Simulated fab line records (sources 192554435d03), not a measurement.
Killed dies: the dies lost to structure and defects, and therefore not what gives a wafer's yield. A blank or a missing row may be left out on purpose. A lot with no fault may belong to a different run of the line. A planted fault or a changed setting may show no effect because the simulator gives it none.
Problem report in the 8D (eight disciplines) form, filled by code -- flow n5Finfet -- the parts of the form that need people (team, actions taken, sign-off) are left out

1. WHAT IS WRONG
Mean PMOS_HMC_BLK_OVL at N5_PMOS_HMC_CHANNEL_EPI_OVL_MEAS_10: 28.4 nm over 6 wafers in 2 lots; fault-free wafers: -0.3 nm, standard deviation 0.83. Relative to the usual mean, that is a shift of +35 standard deviations.
The first sign was on wafer L656.3 at day 6 23:27, on overlay-02. Wafers with a number at this step in the record: 27, from 9 lots. By rule, "out" or "out of limits" means more than 4 standard deviations away from the usual mean. The other wafers with a number count as sound.

2. WHAT IT IS; WHAT IT IS NOT
question,is,is not
which readings at this step,PMOS_HMC_BLK_OVL,-
which lots,"L656, L658","L638, L641, L642, L643, L644, L646, L648"
which wafers of those lots,all that have a number,-
read on which gauges,overlay-02,overlay-01
when,from day 6 23:27,up to then (21 sound wafers)

3. WHAT RULES OUT EACH SUSPECT
Counting: a tool stays on the suspect list if, at a process step up to the reading, it processed all lots that are out and no sound lot following the first of them.
- the gauge at N5_PMOS_HMC_CHANNEL_EPI_OVL_MEAS_10: kept. All the wafers that are out were read on overlay-02, and no step on other tools shows them out.
- rtpAnneal-01 at N5_WELL_APT_RTA_34 (time 10 s): kept. It processed each lot that is out, first L656 at day 6 22:08, and no sound lot thereafter; up to then, the last sound lot it processed was L648 at day 4 21:40.
- arfiScanner-03 at N5_PMOS_HMC_CHANNEL_EPI_EXPOSE_06 (exposes mask PMOS HMC BLK, target cd 240 nm): kept. It processed each lot that is out, first L656 at day 6 23:19, and no sound lot thereafter; up to then, the last sound lot it processed was L648 at day 4 22:43.
rtpAnneal-01 at N5_WELL_APT_RTA_34, arfiScanner-03 at N5_PMOS_HMC_CHANNEL_EPI_EXPOSE_06 and overlay-02 at N5_PMOS_HMC_CHANNEL_EPI_OVL_MEAS_10 are what is left after counting.

4. THE CAUSE (what the simulator had put in)
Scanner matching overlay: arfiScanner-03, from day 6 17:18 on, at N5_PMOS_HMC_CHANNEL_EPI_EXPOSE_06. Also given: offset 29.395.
Counting left 3 suspects, and this tool is among them.

5. THE CHAIN OF EFFECTS, in route order
One row per reading whose mean, taken over the struck wafers that have a number, lies over 3 standard deviations from the usual. Only readings whose record carries a usual standard deviation are examined. hours: median over the lots of the time between each lot's start at the first step of this table that gives one and its start at this step. sigmas: the change, counted in usual standard deviations.
hours,step,reading,usual,on struck wafers,change,sigmas
0,N5_PMOS_HMC_CHANNEL_EPI_OVL_MEAS_10,PMOS_HMC_BLK_OVL,-0.3 nm,28.4,+28.7,+35
Later steps that measure or inspect, where all struck wafers having a row at the step show a number for every such reading and not one has moved that far: N5_BEOL_M4_RC_MEAS_101.

6. WHAT WOULD HAVE CAUGHT IT SOONER
6 hours passed between the start of the fault at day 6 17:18 and the first reading out of limits at a measuring or inspecting step in this record, taken at day 6 23:27.
An alarm limit of 4 standard deviations would not have fired on the tool readings at N5_PMOS_HMC_CHANNEL_EPI_EXPOSE_06 for which the record gives a usual standard deviation, since none of them was out on any struck wafer.
Among the 2 lots that are out, L658 began N5_PMOS_HMC_CHANNEL_EPI_EXPOSE_06 on arfiScanner-03 after day 6 23:27. Had the tool been put on hold then, it would have been spared.
